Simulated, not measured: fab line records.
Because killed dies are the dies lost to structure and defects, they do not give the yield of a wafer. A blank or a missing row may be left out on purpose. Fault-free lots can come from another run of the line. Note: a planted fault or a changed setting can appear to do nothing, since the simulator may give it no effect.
Chamber matching + flow nand-harc + NHARC_A_BLC_ETCH_16 on rie-diel-11 has 4 sister chambers
The step etches the open film in CF4, target depth 39 nm, time 65 s. 14 wafers are shown with their chamber, then 7 later ones without.

## WAFERS, EACH WITH ITS CHAMBER
| wafer  | chamber | showerhead-plenum-p-Torr (Torr) | drypump-motor-current-A (A) | rf-fwd-power-W (W) |
|--------|---------|---------------------------------|-----------------------------|--------------------|
| L407.3 | 3       | 1.74                            | 5.74                        | 295.6              |
| L407.4 | 0       | 1.69                            | 6.05                        | 297.2              |
| L407.5 | 2       | 1.73                            | 5.67                        | 297.3              |
| L403.2 | 2       | 1.73                            | 5.62                        | 296.7              |
| L403.3 | 0       | 1.69                            | 6.04                        | 298.3              |
| L403.4 | 1       | 1.73                            | 5.95                        | 295.4              |
| L410.1 | 3       | 1.74                            | 5.73                        | 298.0              |
| L410.2 | 0       | 1.69                            | 6.05                        | 299.1              |
| L410.4 | 1       | 1.73                            | 5.97                        | 294.7              |
| L413.1 | 2       | 1.73                            | 5.63                        | 297.1              |
| L413.3 | 0       | 1.69                            | 6.01                        | 297.9              |
| L413.5 | 3       | 1.73                            | 5.69                        | 295.2              |
| L417.2 | 3       | 1.73                            | 5.76                        | 298.1              |
| L417.4 | 1       | 1.73                            | 5.94                        | 295.9              |

SIGNATURES, as means of the wafers listed above
| reading                  | chamber 0 | chamber 1 | chamber 2 | chamber 3 | scatter within a chamber |
|--------------------------|-----------|-----------|-----------|-----------|--------------------------|
| showerhead-plenum-p-Torr | 1.6900    | 1.7300    | 1.7300    | 1.7350    | 0.00316                  |
| drypump-motor-current-A  | 6.0375    | 5.9533    | 5.6400    | 5.7300    | 0.0235                   |
| rf-fwd-power-W           | 298.125   | 295.333   | 297.033   | 296.725   | 0.995                    |
Rule: for each reading, subtract the chamber's mean from the wafer's reading, divide by that reading's scatter and square the result; add these up over the readings and take the root, which gives the wafer's distance from the chamber. If the next closest chamber is less than 2 further off than the closest, the wafer can't be placed; otherwise it belongs to the closest. How the scatter is found: for the shown wafers, subtract from each reading the mean of its chamber, square and add these, divide the total by (wafers less chambers), then take the root.

## WAFERS WITH NO CHAMBER GIVEN
| wafer  | showerhead-plenum-p-Torr (Torr) | drypump-motor-current-A (A) | rf-fwd-power-W (W) |
|--------|---------------------------------|-----------------------------|--------------------|
| L417.5 | 1.69                            | 6.06                        | 298.6              |
| L416.2 | 1.73                            | 5.74                        | 296.4              |
| L416.4 | 1.68                            | 6.05                        | 297.8              |
| L416.5 | 1.73                            | 5.76                        | 295.7              |
| L418.2 | 1.73                            | 5.93                        | 296.4              |
| L418.5 | 1.68                            | 6.03                        | 297.8              |
| L418.6 | 1.73                            | 5.76                        | 296.7              |

## WHICH CHAMBER EACH WENT THROUGH
| wafer  | from the rows above | in truth |
|--------|---------------------|----------|
| L417.5 | 0                   | 0        |
| L416.2 | 3                   | 3        |
| L416.4 | 0                   | 0        |
| L416.5 | 3                   | 3        |
| L418.2 | 1                   | 1        |
| L418.5 | 0                   | 0        |
| L418.6 | 3                   | 3        |
Correct placement for 7 of the 7. Number that these rows cannot place: 0. 0 placed wrongly.
